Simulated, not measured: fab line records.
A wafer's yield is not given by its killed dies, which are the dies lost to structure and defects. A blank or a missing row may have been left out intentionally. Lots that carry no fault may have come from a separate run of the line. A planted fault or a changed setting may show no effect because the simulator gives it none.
Which tool is to blame?	flow n5 finfet	Sampling: 10 lots, 29 wafers, 4 of 1938 route steps

== WHAT EACH GAUGE READ, for each wafer ==
N5_BEOL_M6_THK_MEAS_01.
lot	measured	on	M6_ILD_THK (nm)
L988	day 9 20:47	film metro-01	157.1 155.7 158.8
L989	day 10 03:36	film metro-01	153.7 152.7 156.6
L991	day 10 06:15	film metro-01	155.2 157.6 155.4
L990	day 10 08:52	film metro-01	154.7 160.8 156.0
L993	day 11 01:23	film metro-02	154.3 151.3 158.4
L994	day 11 23:16	film metro-02	155.6 155.6 158.0
L997	day 12 01:50	film metro-01	152.9 154.4 157.8
L995	day 12 03:39	film metro-02	157.8 157.9 155.9
L106	day 14 06:13	film metro-02	238.9 156.9
L108	day 15 04:11	film metro-01	155.1 154.7 157.1

== TOOL THAT RAN EACH LOT (tool first, then ch and the chambers of the sampled wafers, then the start) ==
lot	N5_BEOL_M5_SPUTTER_81	N5_BEOL_M5_SPUTTER_88	N5_BEOL_M6_ILD_DEP_00
L988	pvd sputter-02, day 9 15:49	pvd sputter-02, day 9 17:59	pecvd-01 ch 0,2, day 9 20:13
L989	pvd sputter-02, day 9 22:32	pvd sputter-02, day 10 00:43	pecvd-01 ch 0,1,2, day 10 03:02
L991	pvd sputter-03, day 10 00:39	pvd sputter-03, day 10 02:49	pecvd-02 ch 0,1, day 10 05:40
L990	pvd sputter-01, day 10 03:38	pvd sputter-01, day 10 05:49	pecvd-01 ch 1,2, day 10 08:17
L993	pvd sputter-03, day 10 20:26	pvd sputter-03, day 10 22:37	pecvd-01 ch 1,2, day 11 00:49
L994	pvd sputter-03, day 11 18:03	pvd sputter-03, day 11 20:14	pecvd-03 ch 0,2, day 11 22:32
L997	pvd sputter-01, day 11 20:12	pvd sputter-01, day 11 22:23	pecvd-02 ch 0,1,2, day 12 01:16
L995	pvd sputter-02, day 11 22:41	pvd sputter-02, day 12 00:51	pecvd-02 ch 0,1,2, day 12 03:05
L106	pvd sputter-01, day 14 01:01	pvd sputter-01, day 14 03:11	pecvd-01 ch 0,2, day 14 05:38
L108	pvd sputter-01, day 14 22:06	pvd sputter-01, day 15 00:17	pecvd-03 ch 0,1,2, day 15 03:08
- N5_BEOL_M5_SPUTTER_81: material Cu, target thk 15 nm, time 27.62 s.
- N5_BEOL_M5_SPUTTER_88: material Cu, target thk 15 nm, time 27.62 s.
- N5_BEOL_M6_ILD_DEP_00: deposits SiCOH lowk from DEMS/porogen, target thk 179.75 nm, time 33.4 s.

== THE ANSWER, worked out from the rows above alone ==
Rule: usual is defined by the lots themselves. The widest of any qualifying gaps counts: lots, ordered by their means at a reading, are off when they make up no more than a third of the lots, leave a main group of 4 or more, and stand apart from it by 3 or more times the standard deviation of that group's means. If all means in a main group match to the digits the tables above print for the reading, that group is not used. Also off: a lot with no number at a reading for which 4 or more lots have one. All remaining lots with rows at the step are treated as sound.
Off: L106, at N5_BEOL_M6_THK_MEAS_01 (M6_ILD_THK). Main group: mean 156.0 nm, sd 1.1.
If a tool, at a process step before that reading, ran all the lots that are off and no sound lot after the first of them, it fits. Gauges at N5_BEOL_M6_THK_MEAS_01: tried the same way as those tools. This does not decide it: 2 tools fit, namely pecvd-01 at N5_BEOL_M6_ILD_DEP_00 and film metro-02 at N5_BEOL_M6_THK_MEAS_01.

== WHAT WAS PUT IN BY THE SIMULATOR ==
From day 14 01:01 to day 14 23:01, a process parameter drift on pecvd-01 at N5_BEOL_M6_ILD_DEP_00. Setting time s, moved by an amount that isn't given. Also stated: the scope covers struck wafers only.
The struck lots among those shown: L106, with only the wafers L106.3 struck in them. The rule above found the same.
